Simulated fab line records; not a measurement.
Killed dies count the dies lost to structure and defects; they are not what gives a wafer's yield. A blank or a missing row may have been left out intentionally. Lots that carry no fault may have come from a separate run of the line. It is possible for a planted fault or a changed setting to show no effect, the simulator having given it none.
Problem report, 8D (eight disciplines) form, completed by code + flow nand harc + the parts of the form that need people (team, actions taken, sign-off) are left out

## 1. WHAT WENT WRONG
Mean of rf fwd power W at NHARC_A_STAIRCASE_DEP_156: 520.6 W across 3 wafers in 2 lots; on wafers with no fault it is 448.1 W (standard deviation 1.5). Measured from the usual mean, that is +48 standard deviations.
The step: deposits SiNx, target thk 50 nm.
First seen on wafer L939.1, day 19 18:41, on pecvd-01. Wafers with a number at this step in the record: 39, from 13 lots. The rule behind "out" and "out of limits": a value lying over 4 standard deviations away from the usual mean. Any other wafer with a number is counted as sound.

## 2. WHAT IT IS, AND WHAT IT ISN'T
| question                    | is                     | is not                                                                                                   |
|-----------------------------|------------------------|----------------------------------------------------------------------------------------------------------|
| which readings at this step | rf fwd power W         | heater power outer w, heater power w                                                                     |
| which lots                  | L938, L939             | L927, L928, L931, L932, L935, L941, L942, L946, L947, L948, L950                                         |
| which wafers of those lots  | L938.6, L939.1, L939.4 | L938.1, L938.5, L939.2                                                                                   |
| read on which tools         | pecvd-01               | pecvd-02, pecvd-04                                                                                       |
| when                        | from day 19 18:41      | up to then (16 sound wafers); but 20 sound wafers of L938, L941, L942, L946, L947, L948, L950 came after |

## 3. THE SUSPECTS, EACH WITH WHAT RULES IT OUT
Counting: any tool at a process step up to the reading remains a suspect provided it ran every lot that is out. Sound lots after the first of them don't rule it out here, since some wafers of a struck lot are sound.
- pecvd-01 at NHARC_A_STAIRCASE_DEP_156 (deposits SiNx, target thk 50 nm): kept. Ran every lot that is out, first one L939 (day 19 18:41); last sound lot up to then L935 (day 19 13:01). On those wafers its own readings are out: rf fwd power W.
- At NHARC_A_STAIRCASE_DEP_156 on pecvd-01, chamber 0 took the sound wafers of the same lots and chamber 1 took the wafers that are out.
After counting, what remains is pecvd-01 at NHARC_A_STAIRCASE_DEP_156.

## 4. THE CAUSE (what the simulator had put in)
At NHARC_A_STAIRCASE_DEP_156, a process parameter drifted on pecvd-01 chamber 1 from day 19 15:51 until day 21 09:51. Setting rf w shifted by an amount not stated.
Only this tool survived the counting.

## 5. THE CHAIN OF EFFECTS, in route order
Rows list readings where the struck wafers' mean (over those with a number) sits beyond 3 standard deviations from the usual. Scope: only readings with a usual standard deviation given in the record; hours: median across lots of the time from each lot's start at the first step in this table that gives one to its start at this step; sigmas: change in usual standard deviations.
| hours | step                      | reading        | usual   | on struck wafers | change | sigmas |
|-------|---------------------------|----------------|---------|------------------|--------|--------|
| 0     | NHARC_A_STAIRCASE_DEP_156 | rf fwd power W | 448.1 W | 520.6            | +72.5  | +48    |
Here are the process steps it includes:
- NHARC_A_STAIRCASE_DEP_156: deposits SiNx, target thk 50 nm.
Later steps that measure or inspect, where all struck wafers having a row at the step show a number for every such reading and not one has moved that far: NHARC_END_SORT_01.

## 6. HOW IT WOULD HAVE BEEN CAUGHT EARLIER
3 hours passed between the start of the fault at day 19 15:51 and the first reading out of limits in this record, taken at day 19 18:41.
